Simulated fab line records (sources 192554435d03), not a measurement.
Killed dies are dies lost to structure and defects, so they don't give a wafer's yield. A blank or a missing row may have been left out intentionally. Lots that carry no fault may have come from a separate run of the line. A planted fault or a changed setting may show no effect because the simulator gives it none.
fab line records + flow n5Finfet
[record]
- lots = 7
- wafers = 20
- lastDay = 17
route steps=1938 shown BEOL_M15@1775 PASSIVATION@1936
lots with no fault: from the same line, run without faults
startH: the number of hours between the record's first day and the start of the first shown wafer of the lot + waitH: how many hours have passed since the lot's step before this one + " identical to the entry in the row above + L1.1+2: one row covering several wafers at once + - either no value or no given start + * or withheld: withheld + < > ~ a bound
route shown NAME@n: names a module that has steps shown in the file, with the first one's number in the route + usual: the fault-free wafers' mean and standard deviation + same: alike in all rows + chamber/n: place in a boat + sites: per-site readings + _std_site: the standard deviation of these + _edge_site: inner sites' mean taken away from outer sites' mean + radiusMm: for every site, how far away it sits from the centre of the wafer + mask NAME#n: copy n + behind: the most recent tool/chamber to have shaped the wafer + hold: the reason the lot was held/the length of the hold in hours/how it ended + device: the transistor (n, p or np) that didn't switch + end of line: tests of these same wafers at the route's end + a step without rows: its recipe alone + killed: count of dies lost to structure and defects at first sort (not the wafer's yield) + map: the dies of a wafer, with x for killed, . for not killed, _ for no die there
set.NAME: the setting that was run; set.NAME@STEP: the one run at that earlier step + model.NAME: the simulator's own value behind a step, which no gauge read
lots seen at some steps along the route; tables by step, rows by wafer
services: from which hour (startH, from the record's first day; less than 0 if before it) a tool's chamber was out of use, for how many hours, and why
[[steps]]
[step N5_BEOL_M15_COAT_58]
[recipe]
- resist = BARC
- tempC = 205
- timeS = 60
- spinRpm = 1500
- resistThkNm = 89
[step N5_BEOL_M15_COAT_04]
[recipe]
- spinRpm = 1704
- resistThkNm = 800
[step N5_BEOL_M15_EBR_06]
[recipe]
- solvent = PGMEA
- ebrWidthMm = 1.5
[step N5_BEOL_M15_SOFTBAKE_05]
[recipe]
- tempC = 130
- timeS = 60
[step N5_BEOL_M15_EXPOSE_07]
[recipe]
- maskId = V14
- na = 0.8
- sourceShape = annular
- sigmaInner = 0.5
- sigmaOuter = 0.8
- polarization = unpolarized
- attpsmPhaseDeg = 180
- doseMj = 41.25
[step N5_BEOL_M15_PEB_08]
[recipe]
- pebTempC = 130
- pebTimeS = 90
[step N5_BEOL_M15_DEVELOP_09]
[recipe]
- developTimeS = 45
- rinseLiquid = diw
- dry = airSpin
- devTempC = 21
[step N5_BEOL_M15_HARDBAKE_14]
[recipe]
- tempC = 130
- timeS = 120
[step N5_BEOL_M15_CD_MEAS_10]
[recipe]
- targetCdNm = 360
- landingEnergyEv = 500
- detector = seInlens
- polarity = opening
[usual]
- cdNm = 360.7/1.7
| lot.wafer | tool     | chamber | startH | waitH | cdNm  |
|-----------|----------|---------|--------|-------|-------|
| L889.1    | cdSem-03 | 0       | 257.35 | -     | 363.5 |
| L889.4    | "        | 0       | "      | "     | 363.0 |
| L889.6    | "        | 0       | "      | "     | 362.6 |
| L897.1    | cdSem-03 | 0       | 305.41 | -     | 358.5 |
| L897.4    | "        | 0       | "      | "     | 362.1 |
| L897.6    | "        | 0       | "      | "     | 359.7 |
| L899.1    | cdSem-01 | 0       | 312.17 | -     | 361.2 |
| L899.4    | "        | 0       | "      | "     | 361.2 |
| L899.5    | "        | 0       | "      | "     | 358.8 |
| L900.3    | cdSem-02 | 0       | 336.89 | -     | 358.9 |
| L900.5    | "        | 0       | "      | "     | 360.5 |
| L903.2    | cdSem-02 | 0       | 339.36 | -     | 362.3 |
| L903.3    | "        | 0       | "      | "     | 359.7 |
| L903.6    | "        | 0       | "      | "     | 363.4 |
| L905.1    | cdSem-03 | 0       | 347.73 | -     | 359.8 |
| L905.2    | "        | 0       | "      | "     | 358.7 |
| L905.6    | "        | 0       | "      | "     | 361.9 |
| L911.1    | cdSem-02 | 0       | 389.70 | -     | 361.6 |
| L911.3    | "        | 0       | "      | "     | 357.2 |
| L911.4    | "        | 0       | "      | "     | 360.5 |
[step N5_BEOL_M15_OVL_MEAS_11]
[recipe]
- pointsPerWafer = 44
[usual]
- V14_OVL = 2/5.5
[same]
- pointsPerWafer = 44
| lot.wafer | tool       | chamber | startH | waitH | V14_OVL[nm] |
|-----------|------------|---------|--------|-------|-------------|
| L889.1    | overlay-01 | 0       | 257.38 | 0.0   | 10          |
| L889.4    | "          | 0       | "      | "     | 8           |
| L889.6    | "          | 0       | "      | "     | 6           |
| L897.1    | overlay-02 | 0       | 305.44 | 0.0   | 4           |
| L897.4    | "          | 0       | "      | "     | 0           |
| L897.6    | "          | 0       | "      | "     | 3           |
| L899.1    | overlay-02 | 0       | 312.20 | 0.0   | -5          |
| L899.4    | "          | 0       | "      | "     | 3           |
| L899.5    | "          | 0       | "      | "     | 0           |
| L900.3    | overlay-01 | 0       | 336.92 | 0.0   | 1           |
| L900.5    | "          | 0       | "      | "     | 1           |
| L903.2    | overlay-01 | 0       | 339.39 | 0.0   | -5          |
| L903.3    | "          | 0       | "      | "     | -2          |
| L903.6    | "          | 0       | "      | "     | -3          |
| L905.1    | overlay-02 | 0       | 347.76 | 0.0   | 3           |
| L905.2    | "          | 0       | "      | "     | 7           |
| L905.6    | "          | 0       | "      | "     | 7           |
| L911.1    | overlay-02 | 0       | 389.73 | 0.0   | 8           |
| L911.3    | "          | 0       | "      | "     | 7           |
| L911.4    | "          | 0       | "      | "     | 6           |
[step N5_BEOL_M15_INSPECT_12]
[recipe]
- mode = adi
- inspectInstrument = macro
[usual]
- rawDefectCount = 2.1/1.5
| lot.wafer | tool             | chamber | startH | waitH | rawDefectCount |
|-----------|------------------|---------|--------|-------|----------------|
| L889.1    | defectInspect-02 | -       | 257.41 | 0.0   | 0              |
| L889.4    | "                | -       | "      | "     | 2              |
| L889.6    | "                | -       | "      | "     | 1              |
| L897.1    | defectInspect-02 | -       | 305.46 | 0.0   | 3              |
| L897.4    | "                | -       | "      | "     | 3              |
| L897.6    | "                | -       | "      | "     | 0              |
| L899.1    | defectInspect-01 | -       | 312.23 | 0.0   | 1              |
| L899.4    | "                | -       | "      | "     | 2              |
| L899.5    | "                | -       | "      | "     | 0              |
| L900.3    | defectInspect-01 | -       | 336.94 | 0.0   | 2              |
| L900.5    | "                | -       | "      | "     | 0              |
| L903.2    | defectInspect-02 | -       | 339.41 | 0.0   | 0              |
| L903.3    | "                | -       | "      | "     | 0              |
| L903.6    | "                | -       | "      | "     | 4              |
| L905.1    | defectInspect-02 | -       | 347.78 | 0.0   | 1              |
| L905.2    | "                | -       | "      | "     | 3              |
| L905.6    | "                | -       | "      | "     | 2              |
| L911.1    | defectInspect-02 | -       | 389.75 | 0.0   | 2              |
| L911.3    | "                | -       | "      | "     | 0              |
| L911.4    | "                | -       | "      | "     | 3              |
[step N5_BEOL_M15_DESCUM_15]
[recipe]
- chemistry = O2
- timeS = 7.9
- sourcePowerW = 50
- biasPowerW = 20
- pressureMtorr = 20
- rfFrequencyHz = 2.712e+07
- tempC = 40
- o2FlowSccm = 225
[usual]
- drypumpMotorCurrentA = 5.7/0.39
- oesProductAu = 0.79/0.064
- rfVppV = 243.6/1.4
- showerheadPlenumPTorr = 2.12/0.075
- throttleValvePct = 20.45/0.2
| lot.wafer | tool       | chamber | startH | waitH | drypumpMotorCurrentA | oesProductAu | rfHoursCounterH | rfVppV | showerheadPlenumPTorr | throttleValvePct |
|-----------|------------|---------|--------|-------|----------------------|--------------|-----------------|--------|-----------------------|------------------|
| L889.1    | rieDiel-01 | 2       | 257.56 | 0.1   | 5.1                  | 0.78         | 132             | 242.8  | 2.03                  | 20.64            |
| L889.4    | "          | 3       | "      | "     | 6.0                  | 0.75         | 178             | 243.5  | 2.09                  | 20.33            |
| L889.6    | "          | 2       | "      | "     | 5.1                  | 0.78         | -               | 241.9  | 2.03                  | 20.65            |
| L897.1    | rieDiel-04 | 3       | 305.53 | 0.1   | 5.7                  | 0.85         | 38              | 245.0  | 2.24                  | 20.40            |
| L897.4    | "          | 0       | "      | "     | 5.1                  | 0.73         | 195             | 243.0  | 2.07                  | 20.38            |
| L897.6    | "          | 3       | "      | "     | 5.7                  | 0.86         | -               | 244.6  | 2.24                  | 20.42            |
| L899.1    | rieDiel-04 | 0       | 312.26 | 0.0   | 5.1                  | 0.73         | 197             | 241.7  | 2.07                  | 20.40            |
| L899.4    | "          | 3       | "      | "     | 5.7                  | 0.86         | 40              | 245.9  | 2.24                  | 20.42            |
| L899.5    | "          | 1       | "      | "     | 5.9                  | 0.81         | -               | 245.2  | 2.20                  | 20.52            |
| L900.3    | rieDiel-04 | 1       | 336.97 | 0.0   | 5.9                  | 0.80         | 98              | 244.2  | 2.20                  | 20.56            |
| L900.5    | "          | 0       | "      | "     | 5.1                  | 0.72         | -               | 243.9  | 2.07                  | 20.39            |
| L903.2    | rieDiel-04 | 0       | 339.44 | 0.0   | 5.1                  | 0.71         | 205             | 242.2  | 2.07                  | 20.39            |
| L903.3    | "          | 3       | "      | "     | 5.7                  | 0.85         | 47              | 246.5  | 2.24                  | 20.43            |
| L903.6    | "          | 1       | "      | "     | 5.8                  | 0.80         | -               | 244.1  | 2.20                  | 20.53            |
| L905.1    | rieDiel-05 | 1       | 347.82 | 0.0   | 6.1                  | 0.74         | 161             | 241.0  | 2.01                  | 20.62            |
| L905.2    | "          | 3       | "      | "     | 6.2                  | 0.94         | 13              | 243.8  | 2.12                  | 19.99            |
| L905.6    | "          | 0       | "      | "     | 5.9                  | 0.85         | -               | 241.3  | 2.14                  | 20.52            |
| L911.1    | rieDiel-01 | 0       | 389.79 | 0.0   | 6.1                  | 0.69         | 249             | 243.2  | 2.15                  | 20.52            |
| L911.3    | "          | 3       | "      | "     | 6.0                  | 0.73         | 220             | 243.3  | 2.07                  | 20.40            |
| L911.4    | "          | 2       | "      | "     | 5.2                  | 0.75         | 168             | 241.2  | 2.02                  | 20.71            |
[step N5_BEOL_M15_ETCH_59]
[recipe]
- chemistry = N2/H2
- target = BARC
- targetDepthA = 890
- overetchA = 267
- timeS = 67.9
- ionEnergyEv = 200
- pressureMtorr = 30
- sourceW = 840
- biasW = 150
- n2FlowSccm = 200
- h2FlowSccm = 200
[usual]
- biasW = 150.1/0.44
- drypumpMotorCurrentA = 5.8/0.38
- oesProductAu = 0.67/0.051
- rfVppV = 524.6/2.7
- runLengthS = 91.0/0.36
- showerheadPlenumPTorr = 2.57/0.091
- throttleValvePct = 17.84/0.21
| lot.wafer | tool       | chamber | startH | waitH | biasW | drypumpMotorCurrentA | oesProductAu | rfHoursCounterH | rfVppV | runLengthS | showerheadPlenumPTorr | throttleValvePct | model.coat_of_BEOL_M15_COAT_04.thkNm |
|-----------|------------|---------|--------|-------|-------|----------------------|--------------|-----------------|--------|------------|-----------------------|------------------|--------------------------------------|
| L889.1    | rieDiel-01 | 2       | 257.59 | 0.0   | 150.4 | 5.2                  | 0.67         | 133             | 519.5  | 91.3       | 2.44                  | 17.96            | 720.2                                |
| L889.4    | "          | 3       | "      | "     | 149.9 | 6.0                  | 0.64         | 178             | 522.4  | 90.9       | 2.52                  | 17.67            | 720.8                                |
| L889.6    | "          | 2       | "      | "     | 150.9 | 5.2                  | 0.67         | -               | 522.7  | 90.8       | 2.44                  | 17.96            | 717.4                                |
| L897.1    | rieDiel-04 | 3       | 305.56 | 0.0   | 149.6 | 5.7                  | 0.73         | 38              | 526.7  | 90.7       | 2.68                  | 17.59            | 719.4                                |
| L897.4    | "          | 0       | "      | "     | 149.5 | 5.1                  | 0.62         | 195             | 523.2  | 91.0       | 2.50                  | 17.71            | 716.8                                |
| L897.6    | "          | 3       | "      | "     | 149.6 | 5.7                  | 0.73         | -               | 527.9  | 91.2       | 2.68                  | 17.60            | 719.4                                |
| L899.1    | rieDiel-04 | 0       | 312.30 | 0.0   | -     | 5.1                  | 0.74         | 197             | 523.8  | 78.7       | 2.50                  | 17.73            | 725.2                                |
| L899.4    | "          | 3       | "      | "     | 149.9 | 5.7                  | 0.73         | 40              | 528.6  | 91.0       | 2.68                  | 17.60            | 716                                  |
| L899.5    | "          | 1       | "      | "     | 150.5 | 5.8                  | 0.70         | -               | 527.7  | 91.7       | 2.68                  | 17.94            | 715.4                                |
| L900.3    | rieDiel-04 | 1       | 337.01 | 0.0   | -     | 5.8                  | 0.81         | 98              | 525.6  | 79.1       | 2.67                  | 17.99            | 726.8                                |
| L900.5    | "          | 0       | "      | "     | 149.8 | 5.1                  | 0.61         | -               | 523.2  | 91.1       | 2.50                  | 17.73            | 712                                  |
| L903.2    | rieDiel-04 | 0       | 339.48 | 0.0   | 150.5 | 5.1                  | 0.61         | 205             | 522.5  | 91.1       | 2.50                  | 17.73            | 716.6                                |
| L903.3    | "          | 3       | "      | "     | -     | 5.7                  | 0.85         | 47              | 528.7  | 78.6       | 2.68                  | 17.65            | 725.4                                |
| L903.6    | "          | 1       | "      | "     | 149.8 | 5.9                  | 0.68         | -               | 526.8  | 91.2       | 2.67                  | 17.95            | 712.2                                |
| L905.1    | rieDiel-05 | 1       | 347.85 | 0.0   | 149.9 | 6.1                  | 0.63         | 161             | 522.1  | 90.5       | 2.43                  | 17.94            | 712.8                                |
| L905.2    | "          | 3       | "      | "     | 149.1 | 6.2                  | 0.80         | 13              | 525.5  | 90.5       | 2.60                  | 17.58            | 711.4                                |
| L905.6    | "          | 0       | "      | "     | 150.5 | 5.9                  | 0.72         | -               | 525.6  | 90.8       | 2.58                  | 17.95            | 716.8                                |
| L911.1    | rieDiel-01 | 0       | 389.82 | 0.0   | 150.1 | 6.1                  | 0.59         | 249             | 525.7  | 90.8       | 2.60                  | 17.96            | 712.4                                |
| L911.3    | "          | 3       | "      | "     | 150.3 | 6.0                  | 0.62         | 220             | 524.4  | 90.9       | 2.51                  | 17.76            | 715                                  |
| L911.4    | "          | 2       | "      | "     | 150.2 | 5.2                  | 0.64         | 168             | 521.3  | 91.5       | 2.43                  | 18.03            | 715                                  |
[step N5_BEOL_M15_VIA_ETCH_16]
[recipe]
- chemistry = C4F8/O2/Ar
- target = SiO2
- heInnerTorr = 15
- heOuterTorr = 30
- targetDepthA = 17922
- timeS = withheld
- ionEnergyEv = 800
- pressureMtorr = 20
- sourceW = 1905
- biasW = 2040
- Ar_flow_sccm = 400
- C4F8_flow_sccm = 16
- O2_flow_sccm = 12
- ends = cleared
[usual]
- biasW = 2040/7
- drypumpMotorCurrentA = 5.8/0.39
- oes_o_777_au = 0.79/0.053
- oesProductAu = 0.71/0.056
- rfVppV = 2221/39
- showerheadPlenumPTorr = 3.47/0.1
- throttleValvePct = 30.89/0.2
| lot.wafer | tool       | chamber | startH | waitH | biasW | drypumpMotorCurrentA | oes_o_777_au | oesProductAu | rfVppV | showerheadPlenumPTorr | throttleValvePct | model.coat_of_BEOL_M15_COAT_04.thkNm |
|-----------|------------|---------|--------|-------|-------|----------------------|--------------|--------------|--------|-----------------------|------------------|--------------------------------------|
| L889.1    | rieDiel-01 | 2       | 257.64 | 0.0   | 2056  | 5.2                  | 0.79         | 0.70         | 2179   | 3.34                  | 31.17            | 337.2                                |
| L889.4    | "          | 3       | "      | "     | 2026  | 6.0                  | 0.74         | 0.67         | 2205   | 3.45                  | 30.82            | 331.6                                |
| L889.6    | "          | 2       | "      | "     | 2058  | 5.1                  | 0.79         | 0.70         | 2181   | 3.34                  | 31.15            | 327                                  |
| L897.1    | rieDiel-04 | 3       | 305.62 | 0.0   | 2041  | 5.7                  | 0.86         | 0.78         | 2238   | 3.62                  | 30.78            | 341.4                                |
| L897.4    | "          | 0       | "      | "     | 2034  | 5.1                  | 0.76         | 0.66         | 2168   | 3.42                  | 30.90            | 334.4                                |
| L897.6    | "          | 3       | "      | "     | 2047  | 5.7                  | 0.87         | 0.79         | 2238   | 3.62                  | 30.80            | 335                                  |
| L899.1    | rieDiel-04 | 0       | 312.35 | 0.0   | 2033  | 5.1                  | 0.75         | 0.65         | 2166   | 3.42                  | 30.89            | 351.4                                |
| L899.4    | "          | 3       | "      | "     | 2030  | 5.7                  | 0.87         | 0.77         | 2240   | 3.62                  | 30.78            | 323.6                                |
| L899.5    | "          | 1       | "      | "     | 2038  | 5.9                  | 0.82         | 0.73         | 2230   | 3.60                  | 31.02            | 330.2                                |
| L900.3    | rieDiel-04 | 1       | 337.06 | 0.0   | 2030  | 5.8                  | 0.80         | 0.72         | 2228   | 3.59                  | 31.00            | 341.8                                |
| L900.5    | "          | 0       | "      | "     | 2053  | 5.1                  | 0.74         | 0.65         | 2163   | 3.42                  | 30.88            | 323.6                                |
| L903.2    | rieDiel-04 | 0       | 339.53 | 0.0   | 2040  | 5.1                  | 0.75         | 0.65         | 2165   | 3.42                  | 30.91            | 332.2                                |
| L903.3    | "          | 3       | "      | "     | 2039  | 5.7                  | 0.85         | 0.77         | 2238   | 3.62                  | 30.80            | 334                                  |
| L903.6    | "          | 1       | "      | "     | 2047  | 5.9                  | 0.81         | 0.72         | 2228   | 3.59                  | 31.02            | 328.4                                |
| L905.1    | rieDiel-05 | 1       | 347.91 | 0.0   | 2036  | 6.1                  | 0.76         | 0.67         | 2203   | 3.33                  | 31.20            | 328.8                                |
| L905.2    | "          | 3       | "      | "     | 2060  | 6.3                  | 0.93         | 0.86         | 2162   | 3.49                  | 30.40            | 335.4                                |
| L905.6    | "          | 0       | "      | "     | 2038  | 6.0                  | 0.82         | 0.76         | 2250   | 3.47                  | 30.91            | 333                                  |
| L911.1    | rieDiel-01 | 0       | 389.87 | 0.0   | 2036  | 6.1                  | 0.70         | 0.62         | 2223   | 3.50                  | 30.82            | 330.4                                |
| L911.3    | "          | 3       | "      | "     | 2032  | 6.0                  | 0.72         | 0.64         | 2204   | 3.43                  | 30.87            | 326.2                                |
| L911.4    | "          | 2       | "      | "     | 2026  | 5.2                  | 0.76         | 0.67         | 2179   | 3.32                  | 31.19            | 320.4                                |
[step N5_BEOL_M15_STRIP_63]
[recipe]
- chemistry = O2
- powerW = 600
- tempC = 60
- pressureMtorr = 30
- rfFrequencyHz = 6e+07
- biasPowerW = 0
- overashFraction = 0.3
- o2FlowSccm = 225
[usual]
- drypumpMotorCurrentA = 5.7/0.39
- oesProductAu = 0.79/0.064
- rfVppV = 3.8/0.74
- showerheadPlenumPTorr = 2.12/0.075
- throttleValvePct = 16.68/0.19
| lot.wafer | tool       | chamber | startH | waitH | drypumpMotorCurrentA | oesProductAu | rfHoursCounterH | rfVppV | showerheadPlenumPTorr | throttleValvePct |
|-----------|------------|---------|--------|-------|----------------------|--------------|-----------------|--------|-----------------------|------------------|
| L889.1    | rieDiel-01 | 2       | -      | -     | 5.2                  | 0.78         | 133             | 2.6    | 2.03                  | 16.86            |
| L889.4    | "          | 3       | "      | "     | 6.0                  | 0.75         | 178             | 3.8    | 2.09                  | 16.59            |
| L889.6    | "          | 2       | "      | "     | 5.2                  | 0.77         | -               | 2.9    | 2.03                  | 16.87            |
| L897.1    | rieDiel-04 | 3       | -      | -     | 5.7                  | 0.86         | 38              | 3.2    | 2.24                  | 16.57            |
| L897.4    | "          | 0       | "      | "     | 5.1                  | 0.74         | 195             | 5.1    | 2.08                  | 16.65            |
| L897.6    | "          | 3       | "      | "     | 5.7                  | 0.87         | -               | 2.8    | 2.24                  | 16.56            |
| L899.1    | rieDiel-04 | 0       | -      | -     | 5.1                  | 0.73         | 197             | 4.9    | 2.08                  | 16.65            |
| L899.4    | "          | 3       | "      | "     | 5.7                  | 0.85         | 40              | 4.3    | 2.24                  | 16.60            |
| L899.5    | "          | 1       | "      | "     | 5.8                  | 0.81         | -               | 3.7    | 2.21                  | 16.73            |
| L900.3    | rieDiel-04 | 1       | -      | -     | 5.8                  | 0.79         | 98              | 3.8    | 2.20                  | 16.73            |
| L900.5    | "          | 0       | "      | "     | 5.1                  | 0.72         | -               | 3.6    | 2.07                  | 16.69            |
| L903.2    | rieDiel-04 | 0       | -      | -     | 5.1                  | 0.71         | 205             | 4.6    | 2.07                  | 16.69            |
| L903.3    | "          | 3       | "      | "     | 5.7                  | 0.84         | 47              | 3.6    | 2.24                  | 16.59            |
| L903.6    | "          | 1       | "      | "     | 5.8                  | 0.79         | -               | 3.3    | 2.20                  | 16.74            |
| L905.1    | rieDiel-05 | 1       | -      | -     | 6.1                  | 0.75         | 162             | 2.8    | 2.01                  | 16.85            |
| L905.2    | "          | 3       | "      | "     | 6.3                  | 0.95         | 13              | 3.9    | 2.13                  | 16.25            |
| L905.6    | "          | 0       | "      | "     | 5.9                  | 0.86         | -               | 2.3    | 2.14                  | 16.69            |
| L911.1    | rieDiel-01 | 0       | -      | -     | 6.1                  | 0.68         | 249             | 3.1    | 2.15                  | 16.78            |
| L911.3    | "          | 3       | "      | "     | 6.0                  | 0.72         | 220             | 3.4    | 2.07                  | 16.70            |
| L911.4    | "          | 2       | "      | "     | 5.1                  | 0.75         | 168             | 4.9    | 2.02                  | 16.89            |
[step N5_PASSIVATION_PROBE_49]
[usual]
- defectLimitedYield = 91.4/1.5
- killed_at_M0_to_M3 = 34/12
- killed_at_M4_up = 12/4.9
- killedAtContacts = 13/7.2
- killedAtFrontEnd = 39/12
- killedAtOther = 3.7/2.9
- killedDies = 101/18
- killedOpen = 67/14
- killedShort = 33/7.2
- sort_bin_4_leakage = 0.00/0.022
- sort_bin_5_function = 5.1/0.97
- sort_bin_6_memory = 3.2/0.67
- sortNPass = 1079/17
- sortYieldPct = 91.4/1.5
[same]
- grossDies = 1180
- killedAtBackSide = 0
- sort_bin_8_speed[%] = 0
| lot.wafer | tool      | chamber | startH | waitH | defectLimitedYield[%] | killed_at_M0_to_M3 | killed_at_M4_up | killedAtContacts | killedAtFrontEnd | killedAtOther | killedDies | killedOpen | killedShort | sort_bin_4_leakage[%] | sort_bin_5_function[%] | sort_bin_6_memory[%] | sortNPass | sortYieldPct[%] |
|-----------|-----------|---------|--------|-------|-----------------------|--------------------|-----------------|------------------|------------------|---------------|------------|------------|-------------|-----------------------|------------------------|----------------------|-----------|-----------------|
| L900.3    | prober-02 | -       | 356.71 | 0.1   | 92.8                  | 17                 | 19              | 17               | 28               | 4             | 85         | 60         | 25          | 0                     | 3.8                    | 3.0                  | 1095      | 92.8            |
| L900.5    | prober-02 | -       | 356.81 | 0.2   | 93.7                  | 15                 | 16              | 18               | 24               | 1             | 74         | 55         | 18          | 0                     | 3.8                    | 2.2                  | 1106      | 93.7            |
// killed by level:class
L900.3 MOL_CONTACT_COAG:geometricParticle:open=15 BEOL_M4:geometricParticle:open=10 STI_FIN_REVEAL:geometricParticle:open=9 GATE_CUT:geometricParticle:short=6 BEOL_M0_SAQP:geometricParticle:short=5 BEOL_M3:geometricParticle:open=5 GATE_CUT:geometricParticle:open=4 BEOL_M5:geometricParticle:open=4
L900.5 MOL_CONTACT_COAG:geometricParticle:open=13 STI_FIN_REVEAL:geometricParticle:open=11 MOL_CONTACT_COAG:geometricParticle:short=5 BEOL_M4:geometricParticle:open=5 BEOL_M5:geometricParticle:open=5 BEOL_M0_SAQP:geometricParticle:open=4 FIN_SAQP:geometricParticle:open=3 GATE_CUT:geometricParticle:short=3
[[services]]
| tool       | chamber | startH | hours | kind                        |
|------------|---------|--------|-------|-----------------------------|
| rieDiel-04 | 2       | 233.69 | 4.1   | repair                      |
| rieDiel-04 | 2       | 252.40 | 19.3  | repair                      |
| rieDiel-05 | 3       | 276.30 | -     | clean                       |
| rieDiel-05 | 3       | 276.30 | -     | consumableReplace:focusRing |
| rieDiel-05 | 3       | 276.30 | 31.9  | scheduledDown               |
| rieDiel-05 | 3       | 276.30 | 31.9  | ventCycle                   |
| rieDiel-01 | 2       | 332.04 | 7.0   | repair                      |
| rieDiel-04 | 0       | 346.38 | 11.2  | repair                      |
| rieDiel-04 | 3       | 371.15 | 9.9   | repair                      |
| rieDiel-01 | 2       | 377.93 | 5.7   | repair                      |
[[key]]
[firstSign]
- step = N5_BEOL_M15_ETCH_59
- reading = runLengthS
- direction = down
- sigmas = 34
- usual = *
- struck = *
[effect]
- step = N5_BEOL_M15_ETCH_59
- reading = oesProductAu
- direction = up
- sigmas = 2.5
- usual = 0.67
- struck = 0.80
[modelEffect]
- step = N5_BEOL_M15_ETCH_59
- value = coat_of_BEOL_M15_COAT_04.thkNm
- without = 713.7
- struck = 725.8
[modelEffect]
- step = N5_BEOL_M15_VIA_ETCH_16
- value = coat_of_BEOL_M15_COAT_04.thkNm
- without = 330.5
- struck = 342.4
metAt N5_BEOL_M15_ETCH_59
struckWafers L899.1,L900.3,L903.3
onsetBetween 305.56 312.30
[fault]
- kind = processParameterDrift
- tool = rieDiel-04
- chamber = -
- onsetH = 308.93
- steps = N5_BEOL_M15_ETCH_59
- channel = timeS
- offset = *
- shape = step
- endH = 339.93
- scope = struckWafersOnly
- actsIn = *
- stated = *
